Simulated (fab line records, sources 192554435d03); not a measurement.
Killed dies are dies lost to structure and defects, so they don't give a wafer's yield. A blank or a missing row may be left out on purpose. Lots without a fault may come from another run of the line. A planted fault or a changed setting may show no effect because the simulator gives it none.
One fault seen from 3 desks | flow n5_finfet | each desk has only its own numbers; what lay behind them comes last

THE TOOL OWNER'S DESK: rie_diel-04
The tool's own readings at N5_SDB_HM_OPEN_20 (chemistry CH3F/O2, target SiNx, stops on poly-Si, target depth 24 nm): means of the sampled wafers that have a number, for each lot that ran on this tool. A lot is out of limits, marked OUT, if its mean lies more than 4 standard deviations from the usual mean; the brackets give that distance.
Columns: A = drypump_motor_current_A at N5_SDB_HM_OPEN_20, usual 5.8 A; B = oes_ar_750_au at N5_SDB_HM_OPEN_20, usual 0.77 a.u.; C = oes_product_au at N5_SDB_HM_OPEN_20, usual 0.63 a.u.; D = rf_vpp_V at N5_SDB_HM_OPEN_20, usual 298 V; E = showerhead_plenum_p_Torr at N5_SDB_HM_OPEN_20, usual 2.01 Torr; F = throttle_valve_pct at N5_SDB_HM_OPEN_20, usual 16.34 %
lot  | first seen here | A   | B    | C    | D   | E    | F
L428 | day 3 18:13     | 6.2 | 0.73 | 0.60 | 294 | 2.07 | 16.77
L431 | day 4 12:22     | 5.9 | 0.73 | 0.60 | 299 | 2.02 | 16.56
L432 | day 4 19:52     | 5.8 | 0.77 | 0.63 | 301 | 2.05 | 16.34
L441 | day 7 02:22     | 5.9 | 0.70 | 0.58 | 297 | 2.06 | 16.68
L443 | day 7 10:49     | 6.2 | 0.82 | 0.67 | 296 | 2.04 | 16.40
This desk's finding: nothing out of limits on any of the 5 lots.

THE METROLOGY DESK
What the gauges read, lot by lot, whatever tool the lot ran on: means of the sampled wafers that have a number. A lot is out of limits, marked OUT, if its mean lies more than 4 standard deviations from the usual mean; the brackets give that distance. Of its 11 readings 7 are shown: those that lie furthest out on some lot.
Columns: A = SDB_THK at N5_SDB_THK_MEAS_31, usual 64.2 nm; B = DIBL_N at N5_BEOL_M4_RC_MEAS_101, usual 36.5 mV/V; C = DIBL_P at N5_BEOL_M4_RC_MEAS_101, usual 36.5 mV/V; D = IOFF_P at N5_BEOL_M4_RC_MEAS_101, usual 0.22 nA/um; E = ION_N at N5_BEOL_M4_RC_MEAS_101, usual 677 uA/um; F = ION_P at N5_BEOL_M4_RC_MEAS_101, usual 463 uA/um; G = VT_P at N5_BEOL_M4_RC_MEAS_101, usual -250 mV
lot  | first seen here | A    | B    | C    | D    | E   | F   | G
L428 | day 3 21:57     | 64.7 | 34.3 | 33.3 | 0.17 | 662 | 450 | -254
L431 | day 4 16:39     | 64.1 | 38.5 | 38.8 | 0.21 | 682 | 460 | -253
L432 | day 4 23:31     | 63.8 | 37.4 | 37.3 | 0.22 | 679 | 467 | -249
L441 | day 7 06:16     | 61.5 | 37.0 | 37.1 | 0.20 | 677 | 459 | -252
L442 | day 7 11:19     | 63.7 | 35.8 | 36.1 | 0.22 | 678 | 468 | -249
L443 | day 7 14:40     | 63.5 | 37.7 | 37.9 | 0.21 | 681 | 461 | -252
L445 | day 8 04:04     | 65.1 | 35.6 | 33.4 | 0.19 | 672 | 457 | -250
L448 | day 9 00:47     | 64.3 | 34.8 | 36.3 | 0.19 | 677 | 465 | -251
L449 | day 9 06:22     | 64.3 | 34.7 | 34.5 | 0.20 | 656 | 460 | -250
This desk's finding: nothing out of limits on any of the 9 lots.

THE DEFECT DESK
What the inspections along the route counted, lot by lot: means of the sampled wafers that have a number. A lot is out of limits, marked OUT, if its mean lies more than 4 standard deviations from the usual mean; the brackets give that distance.
Columns: A = raw_defect_count at N5_SDB_INSPECT_36, usual 42
lot  | first seen here | A
L428 | day 3 21:59     | 21
L431 | day 4 16:40     | 20
L432 | day 4 23:32     | 39
L441 | day 7 06:17     | 39
L442 | day 7 11:20     | 51
L443 | day 7 14:42     | 50
L445 | day 8 04:05     | 34
L448 | day 9 00:49     | 41
L449 | day 9 06:24     | 69
This desk's finding: nothing out of limits on any of the 9 lots.

PUT TOGETHER
The tool owner's desk saw nothing out of limits.
The metrology desk saw nothing out of limits.
The defect desk saw nothing out of limits.

WHAT THE SIMULATOR HAD PUT IN
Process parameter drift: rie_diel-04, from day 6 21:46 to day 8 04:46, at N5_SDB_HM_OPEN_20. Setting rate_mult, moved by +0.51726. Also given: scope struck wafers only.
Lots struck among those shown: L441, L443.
